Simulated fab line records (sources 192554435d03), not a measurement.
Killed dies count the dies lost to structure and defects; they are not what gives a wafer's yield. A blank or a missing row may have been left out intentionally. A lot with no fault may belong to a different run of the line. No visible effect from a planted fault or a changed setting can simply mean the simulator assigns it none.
Split-lot study	flow n5Finfet	on a route of 1938 steps: 7 lots, 21 wafers read

## THE SPLIT ITSELF
At N5_BEOL_M0_SAQP_PECVD_04 (deposits a-Si from SiH4/He, target thk 60 nm, time 60.2 s), the setting timeS was moved away from the recipe's 60.2 s on 5 of the 21 wafers read, by -7.7% to +10.4%. For the rest of the wafers, this setting stayed at what the recipe calls for.

## FROM THE SPLIT TO THE READING: what the file shows between them, 7 steps
- N5_BEOL_M0_SAQP_THK_MEAS_05
- N5_BEOL_M0_SAQP_EXPOSE_11: exposes mask M0 CORE, target cd 42 nm (also split here: doseMj)
- N5_BEOL_M0_SAQP_PEB_12: peb time 60 s
- N5_BEOL_M0_SAQP_DEVELOP_13: develop time 30 s
- N5_BEOL_M0_SAQP_CD_MEAS_14: target cd 42.5 nm
- N5_BEOL_M0_SAQP_HM_OPEN_112: chemistry CHF3/O2, target SiO2, stops on a-Si, target depth 12 nm, time 13.5 s
- N5_BEOL_M0_SAQP_STRIP_113: strips in CHF3/O2

## THE READING
etch.depthNm (the simulator's own value, which no gauge read), in nm, at N5_BEOL_M0_SAQP_MANDREL_ETCH_20 (etches a-Si in HBr/Cl2, stops on SiNx, target depth 60 nm, bt time 10 s, time 30 s). The file gives no usual value for it. Across the 16 wafers here that went through the recipe, the average is 60.12 nm and the standard deviation 0.87 nm.

wafer	tool, chamber at the split	timeS as run, s	against the recipe	etch.depthNm, nm	against lot-mates on the recipe
L077.2	pecvd-02, 1	60.2	recipe	58.46	-
L077.4	pecvd-02, 2	60.2	recipe	59.13	-
L077.6	pecvd-02, 1	60.2	recipe	60.55	-
L078.3	pecvd-04, 0	55.55	-7.7%	54.72	-6.01
L078.5	pecvd-04, 2	55.55	-7.7%	54.95	-5.78
L078.6	pecvd-04, 0	60.2	recipe	60.73	-
L083.3	pecvd-03, 1	60.2	recipe	60.67	-
L083.4	pecvd-03, 0	66.42	+10.3%	67.97	+7.30
L083.5	pecvd-03, 2	66.42	+10.3%	67.1	+6.43
L085.2	pecvd-03, 1	60.2	recipe	61.06	-
L085.3	pecvd-03, 0	60.2	recipe	60.41	-
L085.5	pecvd-03, 2	60.2	recipe	61.21	-
L086.3	pecvd-02, 0	60.2	recipe	58.74	-
L086.4	pecvd-02, 0	60.2	recipe	60.07	-
L086.6	pecvd-02, 2	60.2	recipe	60.91	-
L089.3	pecvd-03, 2	60.2	recipe	59.05	-
L089.5	pecvd-03, 1	60.2	recipe	61.08	-
L089.6	pecvd-03, 0	60.2	recipe	60.39	-
L097.1	pecvd-04, 0	60.2	recipe	59.33	-
L097.4	pecvd-04, 2	60.2	recipe	60.14	-
L097.5	pecvd-04, 0	66.48	+10.4%	66.87	+7.14

FIT RESULTS
A straight line over all 21 wafers: etch.depthNm changes by +0.691 nm for each +1% of timeS; r = +0.97; the points scatter about the line by 0.82 nm.
The same after taking each lot's own level away (the mean of its wafers on the recipe; 21 wafers): +0.699 nm for each +1%; r = +0.98; scatter 0.67 nm.
On that fit, the largest move of timeS shifts the reading by 7.3 nm.
Measured against the standard deviation above, the lots' own levels, which go from 59.380 to 60.893 nm, span 1.7 times it.
So the lot-to-lot level changes the slope little: the two slopes agree.
Check: for one of the wafers moved furthest among these (+10.4%), held out of the fit, the line's prediction against its lot-mates is +7.23 nm. It came out at +7.14 nm against them.

## FURTHER SPLITS ON THESE WAFERS
Note: prior to the reading, these wafers also went through further splits. Each is held against what the fit with the lots' levels taken away leaves over:
other split on the same wafers	wafers away from the commonest value	r with etch.depthNm (lot level and that fit taken away)
N5_HKMG_FIN_PEB_10 pebTimeS	5	+0.17
N5_GATE_CUT_DESCUM_18 timeS	8	+0.01
N5_MOL_CONTACT_COAG_EXPOSE_81 doseMj	8	+0.29
N5_BEOL_M0_SAQP_EXPOSE_11 doseMj	10	+0.06

## THE WHOLE CHAIN: every reading that the file lists as answering this split, in the file's order
step	what it does	reading	change (the file's fit)	r (the file's)
N5_BEOL_M0_SAQP_PECVD_04	deposits a-Si from SiH4/He, target thk 60 nm, time 60.2 s	a-Si_of_BEOL_M0_SAQP_PECVD_04.thkNm (the simulator's own value, which no gauge read)	+0.694 nm for each +1% of the setting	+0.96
N5_BEOL_M0_SAQP_THK_MEAS_05		thkNm	withheld for each +1% of the setting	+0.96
N5_BEOL_M0_SAQP_MANDREL_ETCH_20	etches a-Si in HBr/Cl2, stops on SiNx, target depth 60 nm, bt time 10 s, time 30 s	etch.depthNm (the simulator's own value, which no gauge read)	+0.694 nm for each +1% of the setting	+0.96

## THE FILE'S OWN FIT
etch.depthNm changes by +0.694 nm for each +1% of timeS, r = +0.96.
